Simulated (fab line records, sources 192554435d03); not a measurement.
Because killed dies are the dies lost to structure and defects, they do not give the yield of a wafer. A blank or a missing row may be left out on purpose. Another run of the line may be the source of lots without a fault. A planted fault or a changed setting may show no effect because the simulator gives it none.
Lot-split experiment -- flow n5 finfet -- 21 wafers read from 7 lots, route of 1938 steps

## THE SPLIT ITSELF
At N5_MOL_CONTACT_COAG_COAT_34 (resist thk 40 nm), the setting spin rpm was moved away from the recipe's 1500 rpm on 9 of the 21 wafers read, by -10.8% to +10.1%. The other wafers ran this setting at the recipe's value.

## FROM THE SPLIT TO THE READING: what the file shows between them, 2 steps
- N5_MOL_CONTACT_COAG_EXPOSE_37: exposes mask VD, defocus 0 nm (also split here: dose mj)
- N5_MOL_CONTACT_COAG_PEB_38: peb time 60 s

## THE READING
CAR-EUV_of_MOL_CONTACT_COAG_COAT_34.thk nm (the simulator's own value, which no gauge read), in nm, at N5_MOL_CONTACT_COAG_DEVELOP_39 (develop time 30 s). No usual value for it is given in the file. Across the 12 wafers here that went through the recipe, the average is 39.6 nm and the standard deviation 0.14 nm.

wafer,"tool, chamber at the split","spin rpm as run, rpm",against the recipe,"CAR-EUV_of_MOL_CONTACT_COAG_COAT_34.thk nm, nm",against lot-mates on the recipe
L075.3,"litho track-02, 0",1500,recipe,39.6,-
L075.4,"litho track-02, 0",1500,recipe,39.4,-
L075.5,"litho track-02, 0",1599,+6.6%,38.4,-1.1
L077.1,"litho track-01, 0",1616,+7.7%,38,-1.4
L077.6,"litho track-01, 0",1616,+7.7%,38,-1.4
L077.3,"litho track-01, 0",1500,recipe,39.4,-
L084.2,"litho track-03, 0",1500,recipe,39.4,-
L084.5,"litho track-03, 0",1500,recipe,39.4,-
L084.6,"litho track-03, 0",1500,recipe,39.4,-
L086.1,"litho track-03, 0",1452,-3.2%,40.2,no lot-mate on the recipe
L086.4,"litho track-03, 0",1452,-3.2%,40.2,no lot-mate on the recipe
L086.6,"litho track-03, 0",1452,-3.2%,40.4,no lot-mate on the recipe
L087.3,"litho track-01, 0",1338,-10.8%,42,+2.4
L087.4,"litho track-01, 0",1500,recipe,39.6,-
L087.6,"litho track-01, 0",1338,-10.8%,41.8,+2.2
L091.1,"litho track-01, 0",1652,+10.1%,37.8,-1.8
L091.3,"litho track-01, 0",1500,recipe,39.6,-
L091.4,"litho track-01, 0",1500,recipe,39.6,-
L097.4,"litho track-02, 0",1500,recipe,39.8,-
L097.6,"litho track-02, 0",1500,recipe,39.8,-
L097.5,"litho track-02, 0",1500,recipe,39.6,-

THE FIT
A straight line over all 21 wafers: CAR-EUV_of_MOL_CONTACT_COAG_COAT_34.thk nm changes by -0.202 nm for each +1% of spin rpm; r = -0.99; the points scatter about the line by 0.15 nm.
The same after taking each lot's own level away (the mean of its wafers on the recipe; 18 wafers): -0.195 nm for each +1%; r = -1.00; scatter 0.11 nm.
The reading moves by 2.1 nm for the largest change in spin rpm, on that fit.
The span of the lots' own levels, 39.40 to 39.73 nm, comes to 2.3 times the standard deviation stated above.
The two slopes are in agreement: the lot-to-lot level therefore moves the slope only a little.
Check: +2.05 nm against its lot-mates is what the line predicts for one of the wafers moved furthest among these (-10.8%) when that wafer is left out of the fit. It came out at +2.4 nm against them.

## THESE WAFERS: OTHER SPLITS
Note: prior to the reading, these wafers also went through further splits. Each is held against what the fit with the lots' levels taken away leaves over:
other split on the same wafers,wafers away from the commonest value,r with CAR-EUV_of_MOL_CONTACT_COAG_COAT_34.thk nm (lot level and that fit taken away)
N5_GATE_CUT_ETCH_58 bias w,8,-0.25
N5_GATE_CUT_COAT_27 spin rpm,6,-0.10
N5_MOL_CONTACT_COAG_ETCH_15 source w,4,+0.42
N5_MOL_CONTACT_COAG_ETCH_110 bias w,7,-0.12
N5_MOL_CONTACT_COAG_EXPOSE_37 dose mj,4,-0.04

## THE WHOLE CHAIN: every reading that the file lists as answering this split, in the file's order
step,what it does,reading,change (the file's fit),r (the file's)
N5_MOL_CONTACT_COAG_COAT_34,resist thk 40 nm,"CAR-EUV_of_MOL_CONTACT_COAG_COAT_34.thk nm (the simulator's own value, which no gauge read)",-0.185 nm for each +1% of the setting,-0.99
N5_MOL_CONTACT_COAG_DEVELOP_39,develop time 30 s,"CAR-EUV_of_MOL_CONTACT_COAG_COAT_34.thk nm (the simulator's own value, which no gauge read)",-0.19 nm for each +1% of the setting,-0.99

## FILE'S OWN FIT
CAR-EUV_of_MOL_CONTACT_COAG_COAT_34.thk nm changes by -0.19 nm for each +1% of spin rpm, r = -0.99.
